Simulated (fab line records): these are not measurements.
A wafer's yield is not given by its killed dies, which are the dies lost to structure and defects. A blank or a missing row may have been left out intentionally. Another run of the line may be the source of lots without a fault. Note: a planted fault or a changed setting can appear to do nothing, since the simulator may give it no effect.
A lot that was struck, set against a sound lot | flow nand_harc | 42 out of 1159 route steps
Sound: wafers L125.1, L125.4, L125.6. Wafers struck: L145.1, L145.2, L145.3. At the end, the cause is stated.
Each step with rows lists, per side, the tool, then ch with its chambers, then its first start. Under that, the readings that differ: sound wafers | struck wafers | difference of the means | sigmas: that difference in standard deviations of wafers without a fault.
alike: a reading whose means differ by less than 2 such deviations, as well as words and numbers matching on both sides. not compared: withheld readings; readings where some wafer has no value; bounds like >300 that might hide an equal value; numbers whose values overlap and for which the record gives no deviation.
Wherever a step has rows on one side only, a row that says differs or no value, or a row with sigmas, the two part there. Numbers that don't overlap but have no deviation are shown without sigmas and don't part them. A reading missing from all wafers of one side parts the sides only when that side holds two or more wafers.

NHARC_A_CONTACT_CD_MEAS_69: the cd target is 200 nm.
  sound on cd_sem-02 ch 0, day 16 17:24; struck on cd_sem-01 ch 0, day 21 05:13
  alike: cd_nm
NHARC_A_CONTACT_OVL_MEAS_70:
  struck on overlay-02, day 21 05:18; sound on overlay-01, day 16 17:31
  reading           | sound          | struck        | difference | sigmas
  overlay_x_nm (nm) | -2.3 -2.7 -2.5 | -0.4 0.0 -0.6 | +2.2       | +2
  alike: overlay_y_nm
NHARC_A_CONTACT_INSPECT_71:
  struck on defect_inspect-01, day 21 05:20; sound on defect_inspect-01, day 16 17:32
  alike: raw_defect_count
then, 2 steps without rows for these wafers: NHARC_A_CONTACT_DESCUM_74 (chemistry O2, time 3 s); NHARC_A_CONTACT_ETCH_75 (etches the open film in CF4, target depth 39 nm, time 65 s).
NHARC_A_CONTACT_ETCH_76: etches the open film in N2/H2, target depth 260 nm, time 475.3 s.
  sound: rie_diel-12 ch 1,3; struck: rie_diel-11 ch 0,1,3
  alike: drypump_motor_current_A, oes_product_au, rf_vpp_V, showerhead_plenum_p_Torr, throttle_valve_pct
  not compared: rf_hours_counter_h
NHARC_A_CONTACT_ETCH_77: etches the open film in CF4/CHF3, target depth 72.6 nm, time 36.3 s.
  sound: rie_diel-12 ch 0,2,3; struck: rie_diel-11 ch 1,2,3
  alike: drypump_motor_current_A, oes_product_au, rf_vpp_V, showerhead_plenum_p_Torr, throttle_valve_pct
  not compared: rf_hours_counter_h
NHARC_A_CONTACT_ETCH_78: etches the open film in O2/COS, target depth 2800 nm, time 728 s.
  sound on rie_diel-13 ch 0,1, day 16 19:41; struck on rie_diel-11 ch 0,1,3
  alike: drypump_motor_current_A, oes_product_au, rf_vpp_V, showerhead_plenum_p_Torr, throttle_valve_pct
  not compared: rf_hours_counter_h
then, 3 steps without rows for these wafers: NHARC_A_CONTACT_ETCH_124 (etches the open film in C4F8/O2/Ar, time 140 s, target depth 700 nm); NHARC_A_CONTACT_ETCH_125 (etches the open film in C4F8/O2/Ar, time 155 s, target depth 956 nm); NHARC_A_CONTACT_ETCH_126 (etches the open film in C4F8/O2/Ar, time 155 s, target depth 956 nm).
NHARC_A_CONTACT_ETCH_127: etches the open film in C4F8/O2/Ar, time 155 s, target depth 956 nm.
  sound on har_cap_etch-01 ch 0,1, day 16 20:38; struck on har_cap_etch-01 ch 0,1, day 21 07:35
  not compared: rf_hours_counter_h
NHARC_A_CONTACT_ETCH_128: etches the open film in C4F8/O2/Ar, time 155 s, target depth 956 nm.
  sound on har_cap_etch-01 ch 0,1, day 16 20:46; struck on har_cap_etch-01 ch 0,1, day 21 07:43
  not compared: rf_hours_counter_h
then, 5 steps without rows for these wafers: NHARC_A_CONTACT_ETCH_129 (etches the open film in C4F8/O2/Ar, time 155 s, target depth 956 nm); NHARC_A_CONTACT_ETCH_130 (etches the open film in C4F8/O2/Ar, time 155 s, target depth 956 nm); NHARC_A_CONTACT_ETCH_131 (etches the open film in C4F8/O2/Ar, time 155 s, target depth 956 nm); NHARC_A_CONTACT_ETCH_132 (etches the open film in C4F8/O2/Ar, time 156 s, target depth 958 nm); NHARC_A_CONTACT_ETCH_133 (etches the open film in C4F8/O2/Ar, time 195 s, target depth 840 nm).
NHARC_A_CONTACT_ETCH_91: etches the open film in CH3F/O2, target depth 40 nm, time 85.7 s.
  sound on rie_diel-11 ch 0,1,2, day 16 22:05; struck on rie_diel-11 ch 1,2,3, day 21 09:14
  reading               | sound             | struck            | difference | sigmas
  oes_product_au (a.u.) | 0.997 0.988 0.974 | 0.910 0.888 0.926 | -0.078     | -4
  alike: drypump_motor_current_A, rf_vpp_V, showerhead_plenum_p_Torr, throttle_valve_pct
  not compared: rf_hours_counter_h
then, 1 step without rows for these wafers: NHARC_A_CONTACT_ETCH_97 (etches the open film in C4F6/O2, target depth 20 nm, time 10 s).
NHARC_A_CONTACT_CD_MEAS_80:
  struck on cd_sem-02, day 21 09:28; sound on cd_sem-02, day 16 22:17
  alike: cd_nm
then, 18 steps without rows for these wafers: NHARC_A_CONTACT_STRIP_103 (strips in N2/H2); NHARC_A_CONTACT_STRIP_104 (strips in CF4/CHF3); NHARC_A_CONTACT_STRIP_105 (strips in O2/COS); NHARC_A_CONTACT_ETCH_106 (etches the open film in CF4/O2, target depth 60 nm, overetch 6 nm, time 33 s); NHARC_A_CONTACT_STRIP_82 (strips in O2); NHARC_A_CONTACT_STRIP_83 (strips in post etch residue remover, time 600 s); NHARC_A_CONTACT_DEP_84 (deposits aC, target thk 2000 nm); NHARC_A_CONTACT_DEP_85 (deposits SiON, target thk 50 nm); NHARC_A_CONTACT_DEHYDRATE_00 (time 120 s); NHARC_A_CONTACT_HMDS_01 (time 30 s); NHARC_A_CONTACT_COAT_86 (time 75 s); NHARC_A_CONTACT_COAT_87 (time 65 s); NHARC_A_CONTACT_COAT_02 (resist thk 90 nm); NHARC_A_CONTACT_SOFTBAKE_03 (time 55 s); NHARC_A_CONTACT_EBR_04; NHARC_A_CONTACT_EXPOSE_05 (exposes mask A CC); NHARC_A_CONTACT_PEB_06 (peb time 65 s); NHARC_A_CONTACT_DEVELOP_07 (develop time 35 s).
NHARC_A_CONTACT_CD_MEAS_08: the cd target is 100 nm.
  sound on cd_sem-03 ch 0, day 17 01:20; struck on cd_sem-02 ch 0, day 21 13:42
  alike: cd_nm
NHARC_A_CONTACT_OVL_MEAS_09:
  struck on overlay-01, day 21 13:48; sound on overlay-01, day 17 01:25
  alike: overlay_x_nm, overlay_y_nm
-- the record jumps here: 3 days lie between the struck wafers' starts before and after (it left off in module A_CONTACT and takes up again in module END, whose first step shown is number 1159 of the route) --
NHARC_END_SORT_01:
  sound on prober-01 ch 0, day 19 13:05; struck on prober-02 ch 0, day 24 05:52
  reading         | sound    | struck   | difference | sigmas
  killed_at_array | 18 27 18 | 93 91 88 | +70        | +7
  killed_dies     | 24 32 25 | 97 92 91 | +66        | +7
  alike: killed_at_other, killed_at_periphery, killed_open, killed_short

## WHERE THEY PART
First at NHARC_A_CONTACT_OVL_MEAS_70; last, within this record, at NHARC_END_SORT_01.

WHY: the cause the simulator had injected
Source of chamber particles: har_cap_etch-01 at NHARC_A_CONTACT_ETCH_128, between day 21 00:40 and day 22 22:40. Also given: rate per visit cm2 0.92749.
